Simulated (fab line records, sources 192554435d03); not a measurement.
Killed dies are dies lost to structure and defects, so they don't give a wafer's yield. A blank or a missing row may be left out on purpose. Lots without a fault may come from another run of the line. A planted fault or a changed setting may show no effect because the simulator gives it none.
Chamber matching | flow n5_finfet | N5_MOL_CONTACT_COAG_ETCH_48 on rie_diel-02: 4 sister chambers
The step etches SiOC in C4F6/O2, target depth 15 nm, overetch 4.5 nm, time 17 s. 14 wafers are shown with their chamber, then 6 later ones without.

WAFERS WITH THEIR CHAMBER
wafer  | chamber | throttle_valve_pct (%) | drypump_motor_current_A (A) | rf_vpp_V (V)
L403.1 | 2       | 40.1                   | 5.1                         | 1570
L403.4 | 1       | 39.7                   | 6.4                         | 1586
L403.6 | 1       | 39.7                   | 6.4                         | 1587
L406.2 | 0       | 41.3                   | 5.1                         | 1588
L406.5 | 3       | 40.8                   | 5.3                         | 1624
L406.6 | 2       | 40.1                   | 5.1                         | 1570
L415.1 | 0       | 41.3                   | 5.1                         | 1586
L415.3 | 3       | 40.8                   | 5.3                         | 1625
L417.1 | 0       | 41.3                   | 5.1                         | 1589
L417.2 | 3       | 40.8                   | 5.3                         | 1625
L417.3 | 2       | 40.1                   | 5.2                         | 1570
L419.1 | 0       | 41.3                   | 5.1                         | 1585
L419.2 | 1       | 39.8                   | 6.4                         | 1587
L419.6 | 3       | 40.8                   | 5.3                         | 1622

SIGNATURES (means of the wafers above)
reading                 | chamber 0 | chamber 1 | chamber 2 | chamber 3 | scatter within a chamber
throttle_valve_pct      | 41.300    | 39.733    | 40.100    | 40.800    | 0.0258
drypump_motor_current_A | 5.100     | 6.400     | 5.133     | 5.300     | 0.0258
rf_vpp_V                | 1587.00   | 1586.67   | 1570.00   | 1624.00   | 1.29
Rule: a wafer's distance from a chamber is the root of the sum, over the readings, of the square of ((its reading less the chamber's mean) divided by the reading's scatter). The wafer belongs to the nearest chamber; if the next one is less than 2 further off, it can't be placed. The scatter: the root of (the sum of the squares of (reading less its chamber's mean) over the shown wafers, divided by (wafers less chambers)).

WAFERS WITHOUT THEIR CHAMBER
wafer  | throttle_valve_pct (%) | drypump_motor_current_A (A) | rf_vpp_V (V)
L422.3 | 40.2                   | 5.2                         | 1570
L422.4 | 39.8                   | 6.4                         | 1585
L422.6 | 41.3                   | 5.1                         | 1586
L424.1 | 40.8                   | 5.3                         | 1623
L424.4 | 39.8                   | 6.4                         | 1586
L424.6 | 40.8                   | 5.3                         | 1623

WHICH CHAMBER EACH WENT THROUGH
wafer  | from the rows above | in truth
L422.3 | 2                   | 2
L422.4 | 1                   | 1
L422.6 | 0                   | 0
L424.1 | 3                   | 3
L424.4 | 1                   | 1
L424.6 | 3                   | 3
Placed correctly: 6 of 6. Can't be placed from these rows: 0. Placed wrongly: 0.
